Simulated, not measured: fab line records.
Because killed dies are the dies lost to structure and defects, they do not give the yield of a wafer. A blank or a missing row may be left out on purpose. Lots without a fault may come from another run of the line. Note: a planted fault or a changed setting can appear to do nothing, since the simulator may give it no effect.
fab line records	flow nand_harc	part 1 of 2: steps 1 to 4 of 6
record: lots: 18	wafers: 54	last_day: 34
route steps=1302 shown A_STAIRCASE@736
lots that met no fault: taken from a fault-free run of the same line
start_h: hours from the record's first day to the start of the lot's first wafer shown	wait_h: hours since the lot's step before	" repeats the value in the row above	L1.1+2: one row covering several wafers at once	- no value, or no start given	* or withheld: withheld	< > ~ a bound
route shown NAME@n: NAME is a module with steps in the file, n the number in the route of the first one	usual: the fault-free wafers' mean and standard deviation	same: alike in all rows	chamber/n: place in a boat	sites: each site's reading	_std_site: standard deviation across them	_edge_site: outer sites' mean less inner sites'	radius_mm: how far each site lies from the wafer's centre	mask NAME#n: copy n	behind: the most recent tool/chamber to have shaped the wafer	hold: why the lot went on hold/how many hours it stayed there/how the hold came to an end	device: whichever transistor did not switch (one of n, p or np)	end of line: at the end of the route, the tests of the same wafers	a step with no rows: only its recipe	killed: count of dies lost to structure and defects at first sort (not the wafer's yield)	map: per-die view of a wafer (x killed, . not killed, _ where there is no die)
set.NAME: the setting as run; set.NAME@STEP: as run at that earlier step	model.NAME: the simulator's own value behind a step, which no gauge read
one table for each step of the route and one row for each wafer, over a sample of lots
services: from which hour (start_h, from the record's first day; less than 0 if before it) a tool's chamber was out of use, for how many hours, and why
== steps ==
step: NHARC_A_STAIRCASE_TRIM_222
recipe: time_s: 211.2	o2_flow_sccm: 500	ar_flow_sccm: 0	bias_w: 0	chemistry: O2
usual: drypump_motor_current_A: 5.8/0.44	mfc_ar_sccm: 0.013/0.014	oes_product_au: 1.001/0.0077	rf_vpp_V: 57.8/0.91	showerhead_plenum_p_Torr: 3.55/0.18	throttle_valve_pct: 17.038/0.0089
same: time_s: 211.2
lot.wafer	tool	chamber	start_h	wait_h	drypump_motor_current_A	mfc_ar_sccm	oes_product_au	rf_hours_counter_h	rf_vpp_V	showerhead_plenum_p_Torr	throttle_valve_pct
L074.3	rie_diel-06	1	-	-	6.0	0.022	0.999	18	58.1	3.31	17.018
L074.2	"	0	"	"	6.5	0.036	1.003	18	57.8	3.64	17.046
L074.6	"	2	"	"	5.3	0	1.000	-	57.1	3.39	17.048
L076.4	rie_diel-06	3	-	-	5.4	0.007	1.014	27	56.4	3.40	17.046
L076.2	"	0	"	"	6.5	0.036	1.000	23	58.9	3.64	17.024
L076.3	"	1	"	"	5.9	0.022	1.002	24	56.8	3.31	17.028
L077.6	rie_diel-13	0	-	-	5.4	0.010	1.007	-	57.4	3.80	17.039
L077.5	"	2	"	"	6.2	0	0.997	-	57.0	3.63	17.038
L077.4	"	3	"	"	6.3	0.013	1.014	-	58.2	3.65	17.032
L075.3	rie_diel-06	3	-	-	5.4	0.007	1.008	27	57.2	3.40	17.032
L075.5	"	3	"	"	5.4	0.007	1.009	-	56.4	3.40	17.044
L075.6	"	0	"	"	6.5	0.036	0.998	-	58.7	3.64	17.036
L078.2	rie_diel-06	3	-	-	5.4	0.007	1.009	34	56.7	3.40	17.039
L078.3	"	1	"	"	5.9	0.022	1.001	29	57.6	3.30	17.026
L078.1	"	2	"	"	5.3	0	1.006	35	58.9	3.38	17.035
L079.1	rie_diel-01	2	-	-	5.8	0	0.985	6	59.5	3.72	17.030
L079.3	"	3	"	"	6.6	0.013	1.004	6	56.9	3.40	17.046
L079.4	"	0	"	"	5.4	0.039	0.994	7	57.6	3.77	17.031
L080.2	rie_diel-01	0	-	-	5.4	0.039	0.999	13	59.0	3.77	17.027
L080.4	"	1	"	"	5.6	0	0.992	11	56.4	3.30	17.039
L080.6	"	3	"	"	6.6	0.013	1.002	-	56.7	3.40	17.032
L082.1	rie_diel-13	3	-	-	6.3	0.013	1.018	26	57.7	3.64	17.030
L082.2	"	2	"	"	6.3	0	1.003	29	57.1	3.62	17.033
L082.5	"	3	"	"	6.3	0.013	1.011	-	57.4	3.64	17.032
L083.2	rie_diel-01	0	-	-	5.3	0.039	0.991	18	58.6	3.77	17.058
L083.4	"	3	"	"	6.6	0.013	0.996	17	57.1	3.39	17.045
L083.5	"	0	"	"	5.4	0.039	0.993	-	60.3	3.77	17.036
L084.4	rie_diel-13	3	-	-	6.3	0.013	1.006	36	57.4	3.63	17.024
L084.2	"	2	"	"	6.2	0	0.994	39	58.6	3.61	17.040
L084.6	"	0	"	"	5.4	0.010	1.004	-	60.9	3.78	17.042
L085.2	rie_diel-06	1	-	-	5.9	0.022	1.001	53	57.4	3.29	17.051
L085.4	"	2	"	"	5.3	0	0.995	55	57.5	3.37	17.053
L085.3	"	3	"	"	5.4	0.007	1.015	54	58.1	3.38	17.049
L086.4	rie_diel-06	1	-	-	6.0	0.022	0.994	57	57.2	3.29	17.031
L086.3	"	2	"	"	5.3	0	1.000	60	57.9	3.37	17.040
L086.6	"	1	"	"	6.0	0.022	1.000	-	56.4	3.29	17.040
L087.4	rie_diel-13	3	-	-	6.3	0.013	0.994	44	57.4	3.63	17.030
L087.3	"	1	"	"	5.6	0	0.988	46	57.5	3.40	17.049
L087.6	"	2	"	"	6.3	0	1.002	-	58.9	3.61	17.042
L088.3	rie_diel-13	3	-	-	6.3	0.013	1.002	53	59.4	3.63	17.036
L088.4	"	2	"	"	6.2	0	1.005	54	58.0	3.61	17.041
L088.6	"	3	"	"	6.2	0.013	1.011	-	57.6	3.63	17.047
L090.2	rie_diel-01	1	-	-	5.6	0	0.998	40	58.9	3.29	17.045
L090.3	"	2	"	"	5.8	0	0.990	38	58.0	3.70	17.041
L090.5	"	0	"	"	5.4	0.039	0.996	-	59.6	3.75	17.041
L091.3	rie_diel-01	1	-	-	5.7	0	0.996	41	57.4	3.29	17.048
L091.4	"	2	"	"	5.8	0	1.000	39	58.1	3.70	17.020
L091.6	"	0	"	"	5.4	0.039	0.987	-	57.7	3.75	17.032
L094.4	rie_diel-06	3	-	-	5.4	0.007	1.015	24	57.4	3.37	17.043
L094.1	"	1	"	"	5.9	0.022	1.000	29	59.3	3.79	17.054
L094.2	"	2	"	"	5.3	0	1.005	29	57.2	3.35	17.035
L096.3	rie_diel-01	2	-	-	5.8	0	0.998	7	59.7	3.69	17.032
L096.2	"	3	"	"	6.6	0.013	0.986	7	57.0	3.37	17.033
L096.5	"	0	"	"	5.4	0.039	0.983	-	57.7	3.74	17.026
step: NHARC_A_STAIRCASE_TRIM_224
recipe: time_s: 211.2	o2_flow_sccm: 500	ar_flow_sccm: 0	bias_w: 0	chemistry: O2
usual: drypump_motor_current_A: 5.9/0.43	mfc_ar_sccm: 0.012/0.014	oes_product_au: 1.001/0.0078	rf_vpp_V: 57.7/1	showerhead_plenum_p_Torr: 3.54/0.18	throttle_valve_pct: 17.036/0.0091
same: time_s: 211.2
lot.wafer	tool	chamber	start_h	wait_h	drypump_motor_current_A	mfc_ar_sccm	oes_product_au	rf_hours_counter_h	rf_vpp_V	showerhead_plenum_p_Torr	throttle_valve_pct
L074.3	rie_diel-06	0	-	-	6.5	0.036	1.006	18	59.7	3.64	17.018
L074.2	"	1	"	"	6.0	0.022	1.001	18	59.1	3.31	17.031
L074.6	"	0	"	"	6.5	0.036	1.010	-	60.8	3.64	17.035
L076.2	rie_diel-06	0	-	-	6.5	0.036	1.000	23	58.4	3.64	17.024
L076.4	"	1	"	"	5.9	0.022	0.992	24	57.5	3.31	17.038
L076.3	"	2	"	"	5.3	0	0.996	28	55.1	3.39	17.027
L077.4	rie_diel-13	0	-	-	5.4	0.010	1.008	-	57.6	3.80	17.020
L077.6	"	2	"	"	6.2	0	0.993	-	57.5	3.63	17.059
L077.5	"	3	"	"	6.3	0.013	1.000	-	58.9	3.65	17.037
L075.3	rie_diel-06	3	-	-	5.4	0.007	1.021	27	57.6	3.40	17.039
L075.5	"	2	"	"	5.3	0	1.006	-	57.0	3.39	17.028
L075.6	"	3	"	"	5.4	0.007	1.012	-	56.3	3.40	17.045
L078.3	rie_diel-06	0	-	-	6.5	0.036	1.014	28	57.8	3.63	17.032
L078.1	"	1	"	"	5.9	0.022	1.003	29	57.2	3.30	17.038
L078.2	"	2	"	"	5.3	0	1.003	35	56.3	3.38	17.017
L079.4	rie_diel-01	0	-	-	5.3	0.039	1.007	7	57.4	3.77	17.023
L079.3	"	1	"	"	5.6	0	1.012	7	57.2	3.30	17.054
L079.1	"	2	"	"	5.8	0	1.003	7	57.6	3.72	17.036
L080.2	rie_diel-01	0	-	-	5.4	0.039	1.006	13	58.1	3.77	17.050
L080.4	"	2	"	"	5.8	0	1.000	11	58.1	3.71	17.046
L080.6	"	1	"	"	5.6	0	0.995	-	56.8	3.30	17.026
L082.1	rie_diel-13	0	-	-	5.4	0.010	1.000	34	57.3	3.79	17.037
L082.2	"	3	"	"	6.3	0.013	1.003	26	57.7	3.64	17.022
L082.5	"	1	"	"	5.6	0	0.996	-	57.9	3.41	17.048
L083.2	rie_diel-01	1	-	-	5.6	0	0.992	15	57.7	3.30	17.036
L083.4	"	3	"	"	6.6	0.013	1.006	18	56.7	3.39	17.045
L083.5	"	1	"	"	5.6	0	1.001	-	58.2	3.30	17.035
L084.2	rie_diel-13	0	-	-	5.4	0.010	1.010	43	59.6	3.78	17.028
L084.4	"	2	"	"	6.3	0	1.006	39	57.0	3.61	17.026
L084.6	"	0	"	"	5.4	0.010	1.007	-	57.4	3.78	17.044
L085.3	rie_diel-06	1	-	-	6.0	0.022	0.998	53	56.3	3.29	17.024
L085.2	"	2	"	"	5.3	0	0.994	56	57.9	3.37	17.039
L085.4	"	0	"	"	6.5	0.036	1.001	51	56.5	3.62	17.037
L086.3	rie_diel-06	0	-	-	6.5	0.036	1.004	55	58.0	3.62	17.038
L086.4	"	1	"	"	6.0	0.022	1.002	57	56.6	3.29	17.034
L086.6	"	0	"	"	6.5	0.036	1.013	-	57.5	3.62	17.044
L087.4	rie_diel-13	0	-	-	5.4	0.010	1.005	51	58.1	3.78	17.045
L087.3	"	2	"	"	6.3	0	0.999	45	57.6	3.61	17.031
L087.6	"	3	"	"	6.3	0.013	0.999	-	58.4	3.63	17.021
L088.3	rie_diel-13	3	-	-	6.3	0.013	1.008	53	58.0	3.63	17.034
L088.4	"	1	"	"	5.7	0	0.991	55	57.3	3.40	17.037
L088.6	"	2	"	"	6.2	0	1.002	-	58.0	3.61	17.022
L090.3	rie_diel-01	3	-	-	6.6	0.013	0.994	38	56.5	3.38	17.043
L090.2	"	0	"	"	5.4	0.039	0.987	42	57.4	3.75	17.049
L090.5	"	3	"	"	6.6	0.013	0.997	-	57.5	3.38	17.033
L091.4	rie_diel-01	1	-	-	5.6	0	1.005	41	56.4	3.29	17.036
L091.3	"	3	"	"	6.5	0.013	0.994	38	57.4	3.38	17.036
L091.6	"	1	"	"	5.6	0	0.990	-	56.9	3.29	17.042
L094.4	rie_diel-06	1	-	-	5.9	0.022	0.997	29	57.9	3.79	17.032
L094.2	"	3	"	"	5.4	0.007	1.008	24	55.7	3.37	17.035
L094.1	"	0	"	"	6.5	0.036	1.000	26	57.8	3.60	17.038
L096.2	rie_diel-01	2	-	-	5.8	0	1.006	7	59.6	3.69	17.032
L096.3	"	0	"	"	5.4	0.039	0.999	5	58.3	3.74	17.028
L096.5	"	1	"	"	5.6	0	0.993	-	59.2	3.81	17.047
step: NHARC_A_STAIRCASE_TRIM_226
recipe: time_s: 211.2	o2_flow_sccm: 500	ar_flow_sccm: 0	bias_w: 0	chemistry: O2
usual: drypump_motor_current_A: 5.8/0.44	mfc_ar_sccm: 0.012/0.014	oes_product_au: 1.001/0.0078	rf_vpp_V: 57.8/0.96	showerhead_plenum_p_Torr: 3.54/0.18	throttle_valve_pct: 17.036/0.0097
same: time_s: 211.2
lot.wafer	tool	chamber	start_h	wait_h	drypump_motor_current_A	mfc_ar_sccm	oes_product_au	rf_hours_counter_h	rf_vpp_V	showerhead_plenum_p_Torr	throttle_valve_pct
L074.2	rie_diel-06	3	-	-	5.4	0.007	1.009	22	57.5	3.40	17.035
L074.3	"	0	"	"	6.5	0.036	0.996	19	57.5	3.64	17.049
L074.6	"	3	"	"	5.4	0.007	1.007	-	56.8	3.40	17.037
L076.4	rie_diel-06	2	-	-	5.3	0	1.012	28	58.1	3.39	17.035
L076.3	"	3	"	"	5.4	0.007	1.026	27	58.0	3.40	17.033
L076.2	"	0	"	"	6.5	0.036	0.995	23	58.4	3.64	17.035
L077.4	rie_diel-13	2	-	-	6.3	0	0.999	-	56.8	3.63	17.032
L077.6	"	3	"	"	6.2	0.013	1.010	-	58.7	3.65	17.037
L077.5	"	0	"	"	5.4	0.010	1.004	-	59.0	3.80	17.040
L075.3	rie_diel-06	3	-	-	5.4	0.007	1.014	28	57.5	3.40	17.038
L075.6	"	2	"	"	5.3	0	1.009	-	57.3	3.39	17.039
L075.5	"	3	"	"	5.4	0.007	1.018	-	58.0	3.40	17.034
L078.1	rie_diel-06	3	-	-	5.4	0.007	1.037	34	57.3	3.40	17.039
L078.2	"	0	"	"	6.5	0.036	1.010	28	58.2	3.63	17.041
L078.3	"	2	"	"	5.3	0	1.008	35	57.0	3.38	17.046
L079.4	rie_diel-01	3	-	-	6.6	0.013	1.000	6	55.8	3.40	17.030
L079.3	"	0	"	"	5.4	0.039	0.998	7	57.4	3.77	17.046
L079.1	"	1	"	"	5.6	0	0.995	7	58.3	3.30	17.028
L080.4	rie_diel-01	0	-	-	5.4	0.039	0.998	13	58.3	3.77	17.030
L080.2	"	3	"	"	6.5	0.013	0.999	13	59.3	3.40	17.022
L080.6	"	1	"	"	5.6	0	0.993	-	57.5	3.30	17.028
L082.2	rie_diel-13	0	-	-	5.4	0.010	1.004	35	58.0	3.79	17.062
L082.1	"	3	"	"	6.3	0.013	1.011	27	57.4	3.64	17.022
L082.5	"	0	"	"	5.4	0.010	0.997	-	57.9	3.79	17.034
L083.2	rie_diel-01	0	-	-	5.4	0.039	0.997	18	57.9	3.77	17.031
L083.4	"	3	"	"	6.5	0.013	0.996	18	58.5	3.39	17.021
L083.5	"	0	"	"	5.4	0.039	0.995	-	58.6	3.77	17.035
L084.4	rie_diel-13	2	-	-	6.3	0	1.004	39	57.9	3.61	17.033
L084.2	"	1	"	"	5.6	0	0.999	39	56.2	3.41	17.037
L084.6	"	3	"	"	6.3	0.013	1.014	-	58.3	3.63	17.029
L085.4	rie_diel-06	3	-	-	5.4	0.007	1.013	54	57.4	3.38	17.043
L085.2	"	0	"	"	6.5	0.036	1.006	51	57.8	3.62	17.032
L085.3	"	1	"	"	6.0	0.022	1.003	53	58.0	3.29	17.041
L086.3	rie_diel-06	0	-	-	6.5	0.036	1.008	55	57.4	3.62	17.037
L086.4	"	3	"	"	5.4	0.007	1.006	58	58.1	3.38	17.031
L086.6	"	1	"	"	5.9	0.022	0.999	-	57.5	3.29	17.035
L087.4	rie_diel-13	0	-	-	5.4	0.010	1.005	52	59.3	3.78	17.038
L087.3	"	3	"	"	6.3	0.013	0.999	44	58.7	3.63	17.030
L087.6	"	1	"	"	5.7	0	1.001	-	58.2	3.40	17.042
L088.4	rie_diel-13	3	-	-	6.3	0.013	0.996	54	60.3	3.62	17.038
L088.3	"	0	"	"	5.4	0.010	1.013	61	58.3	3.77	17.033
L088.6	"	2	"	"	6.3	0	0.999	-	57.6	3.61	17.032
L090.3	rie_diel-01	1	-	-	5.6	0	0.992	41	55.9	3.29	17.028
L090.2	"	3	"	"	6.5	0.013	0.993	38	57.7	3.38	17.027
L090.5	"	1	"	"	5.6	0	0.993	-	55.4	3.29	17.037
L091.3	rie_diel-01	0	-	-	5.4	0.039	0.998	42	58.7	3.75	17.038
L091.4	"	1	"	"	5.7	0	0.993	41	57.6	3.29	17.037
L091.6	"	3	"	"	6.5	0.013	0.986	-	58.2	3.38	17.033
L094.1	rie_diel-06	2	-	-	5.3	0	0.999	29	57.2	3.35	17.044
L094.4	"	3	"	"	5.3	0.007	1.004	24	57.1	3.37	17.020
L094.2	"	0	"	"	6.5	0.036	1.002	26	57.5	3.60	17.033
L096.3	rie_diel-01	0	-	-	5.4	0.039	0.990	5	57.9	3.74	17.065
L096.2	"	1	"	"	5.7	0	0.995	5	58.0	3.80	17.040
L096.5	"	3	"	"	6.6	0.013	0.999	-	57.1	3.37	17.035
step: NHARC_A_STAIRCASE_TRIM_229
recipe: time_s: 211.2	o2_flow_sccm: 500	ar_flow_sccm: 0	bias_w: 0	chemistry: O2
usual: drypump_motor_current_A: 5.9/0.42	mfc_ar_sccm: 0.010/0.013	oes_product_au: 1.003/0.0077	rf_vpp_V: 57.9/0.94	showerhead_plenum_p_Torr: 3.55/0.17	throttle_valve_pct: 17.038/0.0087
same: time_s: 211.2
lot.wafer	tool	chamber	start_h	wait_h	drypump_motor_current_A	mfc_ar_sccm	oes_product_au	rf_hours_counter_h	rf_vpp_V	showerhead_plenum_p_Torr	throttle_valve_pct
L074.3	rie_diel-13	3	376.53	0.1	6.3	0.013	1.010	3	58.8	3.65	17.035
L074.2	"	0	"	"	5.4	0.010	1.003	10	59.3	3.80	17.043
L074.6	"	2	"	"	6.2	0	0.994	-	57.9	3.63	17.031
L076.4	rie_diel-06	0	386.79	0.1	6.5	0.036	0.996	23	59.9	3.64	17.039
L076.3	"	1	"	"	5.9	0.022	1.002	24	57.3	3.31	17.044
L076.2	"	2	"	"	5.3	0	1.003	28	58.8	3.39	17.047
L077.4	rie_diel-13	2	387.45	0.1	6.2	0	1.005	12	57.0	3.63	17.033
L077.6	"	1	"	"	5.6	0	1.000	-	56.2	3.42	17.025
L077.5	"	2	"	"	6.2	0	0.998	-	57.6	3.63	17.039
L075.3	rie_diel-13	3	387.71	0.1	6.3	0.013	1.009	8	57.2	3.65	17.025
L075.6	"	1	"	"	5.6	0	0.996	-	56.8	3.42	17.038
L075.5	"	2	"	"	6.2	0	1.012	-	58.5	3.63	17.048
L078.3	rie_diel-06	2	399.24	0.1	5.3	0	1.008	35	57.6	3.38	17.038
L078.2	"	3	"	"	5.4	0.007	1.010	34	57.7	3.40	17.029
L078.1	"	0	"	"	6.5	0.036	1.005	28	58.2	3.63	17.029
L079.1	rie_diel-01	3	408.14	0.1	6.6	0.013	1.010	7	57.7	3.40	17.041
L079.4	"	0	"	"	5.3	0.039	0.996	7	59.3	3.77	17.032
L079.3	"	1	"	"	5.6	0	1.012	7	58.0	3.30	17.039
L080.2	rie_diel-01	1	422.85	0.1	5.6	0	0.994	12	57.5	3.30	17.027
L080.4	"	2	"	"	5.8	0	0.995	11	58.3	3.71	17.017
L080.6	"	1	"	"	5.7	0	0.991	-	57.4	3.30	17.043
L082.2	rie_diel-06	3	435.60	0.1	5.4	0.007	1.027	44	56.6	3.39	17.032
L082.1	"	0	"	"	6.5	0.036	1.014	39	57.7	3.63	17.035
L082.5	"	3	"	"	5.4	0.007	1.018	-	57.4	3.39	17.041
L083.4	rie_diel-01	1	445.08	0.1	5.6	0	1.008	15	57.6	3.30	17.037
L083.2	"	3	"	"	6.6	0.013	1.002	18	57.2	3.39	17.041
L083.5	"	1	"	"	5.6	0	1.008	-	55.5	3.30	17.040
L084.2	rie_diel-13	2	465.28	0.1	6.2	0	1.003	39	56.9	3.61	17.040
L084.4	"	3	"	"	6.3	0.013	0.998	37	57.2	3.63	17.029
L084.6	"	2	"	"	6.2	0	0.997	-	57.8	3.61	17.042
L085.2	rie_diel-06	0	465.88	0.1	6.5	0.036	0.998	51	57.8	3.62	17.063
L085.3	"	1	"	"	5.9	0.022	0.999	53	57.7	3.29	17.041
L085.4	"	2	"	"	5.4	0	1.008	56	58.4	3.37	17.020
L086.3	rie_diel-01	2	479.72	0.1	5.8	0	1.006	28	59.4	3.70	17.035
L086.4	"	1	"	"	5.6	0	1.004	29	56.9	3.29	17.038
L086.6	"	3	"	"	6.6	0.013	1.012	-	57.3	3.39	17.047
L087.3	rie_diel-01	1	486.96	0.1	5.6	0	0.994	32	57.6	3.29	17.021
L087.6	"	0	"	"	5.3	0.039	1.001	-	57.8	3.76	17.040
L087.4	"	1	"	"	5.6	0	0.999	-	57.2	3.29	17.043
L088.3	rie_diel-13	2	506.91	0.1	6.3	0	0.999	55	58.5	3.61	17.049
L088.4	"	0	"	"	5.4	0.010	0.992	61	58.0	3.77	17.046
L088.6	"	3	"	"	6.3	0.013	0.997	-	58.2	3.62	17.034
L090.3	rie_diel-06	0	522.41	0.1	6.5	0.036	1.018	9	57.2	3.61	17.033
L090.2	"	1	"	"	5.9	0.022	0.999	11	58.8	3.80	17.033
L090.5	"	0	"	"	6.5	0.036	1.017	-	59.4	3.61	17.045
L091.4	rie_diel-06	0	524.71	0.1	6.5	0.036	1.009	10	58.5	3.61	17.033
L091.3	"	2	"	"	5.4	0	1.005	13	57.0	3.36	17.035
L091.6	"	0	"	"	6.5	0.036	1.009	-	58.5	3.61	17.032
L094.2	rie_diel-01	2	573.77	0.1	5.8	0	0.986	0	57.6	3.69	17.048
L094.4	"	3	"	"	6.6	0.013	1.002	1	57.6	3.38	17.035
L094.1	"	0	"	"	5.4	0.039	0.997	1	58.9	3.75	17.024
L096.2	rie_diel-13	0	587.12	0.1	5.4	0.010	1.008	21	56.4	3.76	17.051
L096.3	"	2	"	"	6.2	0	0.995	22	57.8	3.59	17.036
L096.5	"	1	"	"	5.6	0	0.990	-	56.0	3.38	17.045
